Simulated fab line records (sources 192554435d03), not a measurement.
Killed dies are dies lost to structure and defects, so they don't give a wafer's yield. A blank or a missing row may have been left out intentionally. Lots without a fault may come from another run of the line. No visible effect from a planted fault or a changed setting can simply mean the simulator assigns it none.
Split-lot study + flow n5-finfet + route with 1938 steps; 7 lots, 39 wafers read

## THE SPLIT
At N5_BEOL_M3_TRENCH_ETCH_37 (etches SiOC in C4F6/O2, target depth 55.555 nm, time 29.2 s), the setting time-s was moved away from the recipe's 29.2 s on 15 of the 39 wafers read, by -44.1% to +45.3%. All remaining wafers had this setting at the recipe value.

## FROM THE SPLIT TO THE READING: what the file shows between them, 2 steps
- N5_BEOL_M3_ETCH_41: etches SiCN in CH3F/O2, target depth 29.9 nm, time 52.5 s
- N5_BEOL_M3_STRIP_97: strips in N2/H2, time 10 s

## THE READING
trench-depth-nm, in nm, at N5_BEOL_M3_OCD_MEAS_38. Fault-free wafers of this fab line usually give 55.5 nm, standard deviation 1 nm.

| wafer  | tool, chamber at the split | time-s as run, s | against the recipe | trench-depth-nm, nm | against lot-mates on the recipe |
|--------|----------------------------|------------------|--------------------|---------------------|---------------------------------|
| L077.1 | rie-diel-03, 0             | 42.43            | +45.3%             | 77.7                | +22.9                           |
| L077.2 | rie-diel-03, 3             | 29.2             | recipe             | 56.1                | -                               |
| L077.3 | rie-diel-03, 0             | 42.43            | +45.3%             | 77.4                | +22.6                           |
| L077.4 | rie-diel-03, 3             | 42.43            | +45.3%             | 80.5                | +25.7                           |
| L077.5 | rie-diel-03, 3             | 29.2             | recipe             | 55.5                | -                               |
| L077.6 | rie-diel-03, 0             | 29.2             | recipe             | 52.9                | -                               |
| L076.1 | rie-diel-03, 0             | 29.2             | recipe             | 54.6                | -                               |
| L076.2 | rie-diel-03, 3             | 29.2             | recipe             | 56.5                | -                               |
| L076.3 | rie-diel-03, 1             | 29.2             | recipe             | 57.7                | -                               |
| L076.4 | rie-diel-03, 2             | 29.2             | recipe             | 55.0                | -                               |
| L076.5 | rie-diel-03, 3             | 29.2             | recipe             | 57.2                | -                               |
| L076.6 | rie-diel-03, 0             | 29.2             | recipe             | 54.1                | -                               |
| L085.1 | rie-diel-05, 3             | 41.37            | +41.7%             | 79.8                | +24.5                           |
| L085.2 | rie-diel-05, 0             | 41.37            | +41.7%             | 78.9                | +23.6                           |
| L085.3 | rie-diel-05, 1             | 41.37            | +41.7%             | 79.3                | +24.0                           |
| L085.4 | rie-diel-05, 2             | 29.2             | recipe             | 54.5                | -                               |
| L085.5 | rie-diel-05, 1             | 29.2             | recipe             | 56.3                | -                               |
| L085.6 | rie-diel-05, 0             | 29.2             | recipe             | 55.2                | -                               |
| L086.1 | rie-diel-04, 2             | 29.2             | recipe             | 55.4                | -                               |
| L086.2 | rie-diel-04, 0             | 22.5             | -22.9%             | 43.0                | -12.8                           |
| L086.3 | rie-diel-04, 3             | 29.2             | recipe             | 55.5                | -                               |
| L086.4 | rie-diel-04, 2             | 22.5             | -22.9%             | 43.3                | -12.5                           |
| L086.5 | rie-diel-04, 3             | 22.5             | -22.9%             | 42.7                | -13.1                           |
| L086.6 | rie-diel-04, 0             | 29.2             | recipe             | 56.4                | -                               |
| L090.1 | rie-diel-05, 2             | 29.2             | recipe             | 54.8                | -                               |
| L090.2 | rie-diel-05, 0             | 29.2             | recipe             | 55.9                | -                               |
| L090.3 | rie-diel-05, 3             | 18.31            | -37.3%             | 35.4                | -20.0                           |
| L090.4 | rie-diel-05, 3             | 29.2             | recipe             | 55.4                | -                               |
| L090.5 | rie-diel-05, 2             | 18.31            | -37.3%             | 34.0                | -21.4                           |
| L090.6 | rie-diel-05, 0             | 18.31            | -37.3%             | 34.8                | -20.6                           |
| L091.2 | rie-diel-04, 0             | 29.2             | recipe             | 55.8                | -                               |
| L091.4 | rie-diel-04, 1             | 29.2             | recipe             | 56.6                | -                               |
| L091.5 | rie-diel-04, 0             | 29.2             | recipe             | 55.6                | -                               |
| L093.1 | rie-diel-03, 1             | 16.33            | -44.1%             | 31.6                | -23.5                           |
| L093.2 | rie-diel-03, 3             | 29.2             | recipe             | 56.3                | -                               |
| L093.3 | rie-diel-03, 2             | 16.33            | -44.1%             | 30.1                | -25.0                           |
| L093.4 | rie-diel-03, 0             | 16.33            | -44.1%             | 30.0                | -25.1                           |
| L093.5 | rie-diel-03, 0             | 29.2             | recipe             | 53.2                | -                               |
| L093.6 | rie-diel-03, 3             | 29.2             | recipe             | 55.7                | -                               |

THE FIT
A straight line over all 39 wafers: trench-depth-nm changes by +0.548 nm for each +1% of time-s; r = +1.00; the points scatter about the line by 1.2 nm.
The same after taking each lot's own level away (the mean of its wafers on the recipe; 39 wafers): +0.551 nm for each +1%; r = +1.00; scatter 1.1 nm.
On that fit, the largest move of time-s shifts the reading by 25 nm.
Measured against the standard deviation above, the lots' own levels, which go from 54.83 to 56.00 nm, span 1.2 times it.
The two slopes are in agreement: the lot-to-lot level therefore moves the slope only a little.
Check: with one of the wafers moved furthest among these (+45.3%) left out of the fit, the line predicts +25.2 nm for it against its lot-mates. Against them it came out at +22.9 nm.

## THE OTHER SPLITS THESE WAFERS WENT THROUGH
Before the reading, these wafers also passed through other splits. Each is held against what the fit with the lots' levels taken away leaves over:
| other split on the same wafers               | wafers away from the commonest value | r with trench-depth-nm (lot level and that fit taken away) |
|----------------------------------------------|--------------------------------------|------------------------------------------------------------|
| N5_SPACER0_ALD_07 target-thk-a               | 18                                   | +0.12                                                      |
| N5_SDB_ALD_29 ald-cycles                     | 15                                   | +0.32                                                      |
| N5_MOL_CONTACT_COAG_SPUTTER_143 target-thk-a | 15                                   | -0.12                                                      |
| N5_BEOL_M1_ILD_DEP_00 target-thk-a           | 15                                   | -0.17                                                      |

## THE WHOLE CHAIN: every reading that the file lists as answering this split, in the file's order
| step                      | what it does                                                | reading                                                                          | change (the file's fit)               | r (the file's) |
|---------------------------|-------------------------------------------------------------|----------------------------------------------------------------------------------|---------------------------------------|----------------|
| N5_BEOL_M3_TRENCH_ETCH_37 | etches SiOC in C4F6/O2, target depth 55.555 nm, time 29.2 s | etch.depth-nm (the simulator's own value, which no gauge read)                   | +0.552 nm for each +1% of the setting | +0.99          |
| N5_BEOL_M3_TRENCH_ETCH_37 | etches SiOC in C4F6/O2, target depth 55.555 nm, time 29.2 s | BEOL_M3.feature-depth-nm (the simulator's own value, which no gauge read)        | +0.552 nm for each +1% of the setting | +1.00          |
| N5_BEOL_M3_TRENCH_ETCH_37 | etches SiOC in C4F6/O2, target depth 55.555 nm, time 29.2 s | TiN_of_BEOL_M3_HM_DEP_02.thk-nm (the simulator's own value, which no gauge read) | -0.024 nm for each +1% of the setting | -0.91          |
| N5_BEOL_M3_OCD_MEAS_38    |                                                             | trench-depth-nm                                                                  | +0.552 nm for each +1% of the setting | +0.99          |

## THE FILE'S OWN FIT
trench-depth-nm changes by +0.552 nm for each +1% of time-s, r = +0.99.
